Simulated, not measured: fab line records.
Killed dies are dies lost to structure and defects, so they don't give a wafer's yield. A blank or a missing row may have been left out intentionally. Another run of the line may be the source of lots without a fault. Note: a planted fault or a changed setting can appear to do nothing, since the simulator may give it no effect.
Struck lot and sound lot, side by side | flow nandHarc | 14 steps out of a route of 1159
Sound: these wafers, L663.3, L663.4, L663.5. Wafers L674.1, L674.3, L674.4 were the ones struck. The cause is named last.
Per side, at each step with rows, come the tool, then ch with its chambers, and then its first start. Under that, the readings that differ: sound wafers | struck wafers | difference of the means | sigmas: that difference in standard deviations of wafers without a fault.
alike: readings with means less than 2 such deviations apart, plus words and numbers identical on both sides. not compared: withheld readings, readings lacking a value on some wafer, bounds such as >300 that could conceal the same value, and numbers that have no deviation in the record and whose values overlap.
A row with sigmas, a row that says differs or no value, or rows on one side alone: a step with any of these is where the two part. When numbers do not overlap yet have no deviation, they are printed without sigmas and do not part them. Lack of a reading on every wafer of one side parts them only where that side has two or more wafers.

first, 8 steps without rows for these wafers: NHARC_A_STAIRCASE_HMDS_02 (time 30 s); NHARC_A_STAIRCASE_COAT_03; NHARC_A_STAIRCASE_SOFTBAKE_04 (time 170 s); NHARC_A_STAIRCASE_EBR_05; NHARC_A_STAIRCASE_EXPOSE_06 (exposes mask STAIR); NHARC_A_STAIRCASE_PEB_07 (peb time 130 s); NHARC_A_STAIRCASE_DEVELOP_08 (time 140 s); NHARC_A_STAIRCASE_HARDBAKE_10 (time 140 s).
NHARC_A_STAIRCASE_DESCUM_11: chemistry O2, time 3 s.
  sound on rieDiel-12 ch 0,2,3, day 12 09:38; struck on rieDiel-12 ch 0,1,3, day 15 06:26
  alike: drypumpMotorCurrentA, oesProductAu, rfVppV, showerheadPlenumPTorr, throttleValvePct
  not compared: rfHoursCounterH
NHARC_A_STAIRCASE_TRIM_12: chemistry O2, time 211.2 s.
  sound on rieDiel-12 ch 0,2,3, day 12 09:43; struck on rieDiel-12 ch 0,1,3, day 15 06:43
  alike: chamberPressureMTorr, drypumpMotorCurrentA, oesProductAu, rfVppV, showerheadPlenumPTorr, throttleValvePct
  not compared: rfHoursCounterH
NHARC_A_STAIRCASE_ETCH_13: etches the open film in C4F8/O2, target depth 100 nm, time 40.5 s.
  sound on rieDiel-12 ch 1,3; struck on rieDiel-12 ch 0,3
  alike: oesProductAu, rfVppV
  not compared: rfHoursCounterH
NHARC_A_STAIRCASE_TRIM_14: chemistry O2, time 211.2 s.
  sound on rieDiel-12 ch 0,2, day 12 09:56; struck on rieDiel-12 ch 0,3, day 15 07:09
  no value came back on the struck wafers for any of 8 readings (biasW (W), chamberPressureMTorr (mTorr) and others); on the sound wafers biasW (W) reads 0 0 0
  not compared: rfHoursCounterH
NHARC_A_STAIRCASE_ETCH_15: etches the open film in C4F8/O2, target depth 100 nm, time 40.5 s.
  sound on rieDiel-12 ch 0,1,3; struck on rieDiel-12 ch 0,3
  alike: oesProductAu, rfVppV
  not compared: rfHoursCounterH
-- the record jumps here: 8 days lie between the struck wafers' starts before and after (it left off in module A_STAIRCASE and takes up again in module END, whose first step shown is number 1159 of the route) --
NHARC_END_SORT_01:
  sound on prober-02 ch 0, day 21 01:55; struck on prober-01 ch 0, day 23 16:32
reading       | sound    | struck                                                            | difference                   | sigmas
hold          | - - -    | awaitDispo/1.5h/scrap awaitDispo/1.5h/scrap awaitDispo/1.5h/scrap | no value on the sound wafers | 
killedAtArray | 30 17 24 | 668 672 672                                                       | +647                         | +54
killedDies    | 30 21 24 | 677 677 677                                                       | +652                         | +54
  alike: killedAtOther, killedAtPeriphery, killedOpen, killedShort

== WHERE THEY PART ==
Last at NHARC_END_SORT_01 as far as this record goes, first at NHARC_A_STAIRCASE_TRIM_14.

WHY: what had been put in by the simulator
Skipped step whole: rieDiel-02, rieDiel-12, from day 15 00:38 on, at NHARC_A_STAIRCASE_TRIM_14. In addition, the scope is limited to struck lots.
